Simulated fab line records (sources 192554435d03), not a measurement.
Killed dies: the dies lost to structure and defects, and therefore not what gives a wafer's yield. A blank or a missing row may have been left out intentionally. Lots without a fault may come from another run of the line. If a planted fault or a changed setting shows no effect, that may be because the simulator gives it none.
Split-lot trial || flow n5 finfet || 21 wafers read across 7 lots, on a route 1938 steps long

SPLIT DETAILS
At N5_PMOS_HMC_CHANNEL_EPI_PEB_07 (peb time 60 s), the setting peb temp c was moved away from the recipe's 110 C on 9 of the 21 wafers read, by -2.2% to +1.2%. All remaining wafers had this setting at the recipe value.

FROM SPLIT TO READING: 1 step shown by the file between the two
- N5_PMOS_HMC_CHANNEL_EPI_DEVELOP_08: develop time 30 s

THE READING
At N5_PMOS_HMC_CHANNEL_EPI_CD_MEAS_09: cd nm in nanometres, against a target cd of 237.4 nm. On this fab line, fault-free wafers typically give 237.4 nm with a standard deviation of 1.1 nm.

{"wafer": "L080.1", "tool, chamber at the split": "litho track-05, 0", "peb temp c as run, C": 110, "against the recipe": "recipe", "cd nm, nm": 237.9, "against lot-mates on the recipe": "-"}
{"wafer": "L080.2", "tool, chamber at the split": "litho track-05, 0", "peb temp c as run, C": 110, "against the recipe": "recipe", "cd nm, nm": 236.7, "against lot-mates on the recipe": "-"}
{"wafer": "L080.5", "tool, chamber at the split": "litho track-05, 0", "peb temp c as run, C": 110, "against the recipe": "recipe", "cd nm, nm": 237.1, "against lot-mates on the recipe": "-"}
{"wafer": "L087.1", "tool, chamber at the split": "litho track-02, 0", "peb temp c as run, C": 108.8, "against the recipe": "-1.1%", "cd nm, nm": 233.4, "against lot-mates on the recipe": -4.3}
{"wafer": "L087.2", "tool, chamber at the split": "litho track-02, 0", "peb temp c as run, C": 110, "against the recipe": "recipe", "cd nm, nm": 237.7, "against lot-mates on the recipe": "-"}
{"wafer": "L087.4", "tool, chamber at the split": "litho track-02, 0", "peb temp c as run, C": 108.8, "against the recipe": "-1.1%", "cd nm, nm": 233.9, "against lot-mates on the recipe": -3.8}
{"wafer": "L090.1", "tool, chamber at the split": "litho track-04, 0", "peb temp c as run, C": 110, "against the recipe": "recipe", "cd nm, nm": 239.5, "against lot-mates on the recipe": "-"}
{"wafer": "L090.5", "tool, chamber at the split": "litho track-04, 0", "peb temp c as run, C": 110, "against the recipe": "recipe", "cd nm, nm": 238.4, "against lot-mates on the recipe": "-"}
{"wafer": "L090.6", "tool, chamber at the split": "litho track-04, 0", "peb temp c as run, C": 111.1, "against the recipe": "+1.0%", "cd nm, nm": 242.2, "against lot-mates on the recipe": "+3.2"}
{"wafer": "L091.1", "tool, chamber at the split": "litho track-04, 0", "peb temp c as run, C": 111.3, "against the recipe": "+1.2%", "cd nm, nm": 242.3, "against lot-mates on the recipe": "+3.6"}
{"wafer": "L091.5", "tool, chamber at the split": "litho track-04, 0", "peb temp c as run, C": 111.3, "against the recipe": "+1.2%", "cd nm, nm": 243.3, "against lot-mates on the recipe": "+4.6"}
{"wafer": "L091.6", "tool, chamber at the split": "litho track-04, 0", "peb temp c as run, C": 110, "against the recipe": "recipe", "cd nm, nm": 238.7, "against lot-mates on the recipe": "-"}
{"wafer": "L093.1", "tool, chamber at the split": "litho track-05, 0", "peb temp c as run, C": 110, "against the recipe": "recipe", "cd nm, nm": 236.8, "against lot-mates on the recipe": "-"}
{"wafer": "L093.2", "tool, chamber at the split": "litho track-05, 0", "peb temp c as run, C": 110, "against the recipe": "recipe", "cd nm, nm": 236.7, "against lot-mates on the recipe": "-"}
{"wafer": "L093.5", "tool, chamber at the split": "litho track-05, 0", "peb temp c as run, C": 110, "against the recipe": "recipe", "cd nm, nm": 237.4, "against lot-mates on the recipe": "-"}
{"wafer": "L095.1", "tool, chamber at the split": "litho track-05, 0", "peb temp c as run, C": 110, "against the recipe": "recipe", "cd nm, nm": 237.2, "against lot-mates on the recipe": "-"}
{"wafer": "L095.3", "tool, chamber at the split": "litho track-05, 0", "peb temp c as run, C": 111.2, "against the recipe": "+1.1%", "cd nm, nm": 240.0, "against lot-mates on the recipe": "+2.4"}
{"wafer": "L095.6", "tool, chamber at the split": "litho track-05, 0", "peb temp c as run, C": 110, "against the recipe": "recipe", "cd nm, nm": 237.9, "against lot-mates on the recipe": "-"}
{"wafer": "L096.1", "tool, chamber at the split": "litho track-05, 0", "peb temp c as run, C": 107.6, "against the recipe": "-2.2%", "cd nm, nm": 231.6, "against lot-mates on the recipe": "no lot-mate on the recipe"}
{"wafer": "L096.3", "tool, chamber at the split": "litho track-05, 0", "peb temp c as run, C": 107.6, "against the recipe": "-2.2%", "cd nm, nm": 230.3, "against lot-mates on the recipe": "no lot-mate on the recipe"}
{"wafer": "L096.6", "tool, chamber at the split": "litho track-05, 0", "peb temp c as run, C": 107.6, "against the recipe": "-2.2%", "cd nm, nm": 231.8, "against lot-mates on the recipe": "no lot-mate on the recipe"}

THE FIT
A straight line over all 21 wafers: cd nm changes by +3.27 nm for each +1% of peb temp c; r = +0.96; the points scatter about the line by 0.97 nm.
The same after taking each lot's own level away (the mean of its wafers on the recipe; 18 wafers): +3.35 nm for each +1%; r = +0.97; scatter 0.51 nm.
Per that fit: largest peb temp c move, reading shift of 7.3 nm.
Across the lots, their own levels run from 236.97 to 238.95 nm, a range of 1.8 times the standard deviation given above.
The two slopes are in agreement: the lot-to-lot level therefore moves the slope only a little.
Check: with one of the wafers moved furthest among these (+1.2%) left out of the fit, the line predicts +3.93 nm for it against its lot-mates. It came out at +3.6 nm against them.

THE WHOLE CHAIN: every reading that the file lists as answering this split, in the file's order
{"step": "N5_PMOS_HMC_CHANNEL_EPI_CD_MEAS_09", "what it does": "target cd 237.4 nm", "reading": "cd nm", "change (the file's fit)": "+3.18 nm for each +1% of the setting", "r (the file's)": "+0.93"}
{"step": "N5_PMOS_HMC_CHANNEL_EPI_DESCUM_14", "what it does": "chemistry O2, time 7.9 s", "reading": "PMOS_HMC_CHANNEL_EPI.cd nm (the simulator's own value, which no gauge read)", "change (the file's fit)": "+3.36 nm for each +1% of the setting", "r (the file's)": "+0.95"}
{"step": "N5_PMOS_HMC_CHANNEL_EPI_ETCH_32", "what it does": "etches BARC in N2/H2, stops on SiO2, target depth 85.8 nm, time 50.3 s", "reading": "PMOS_HMC_CHANNEL_EPI.cd nm (the simulator's own value, which no gauge read)", "change (the file's fit)": "+3 nm for each +1% of the setting", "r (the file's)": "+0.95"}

THE FILE'S OWN FIT
cd nm changes by +3.18 nm for each +1% of peb temp c, r = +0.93.
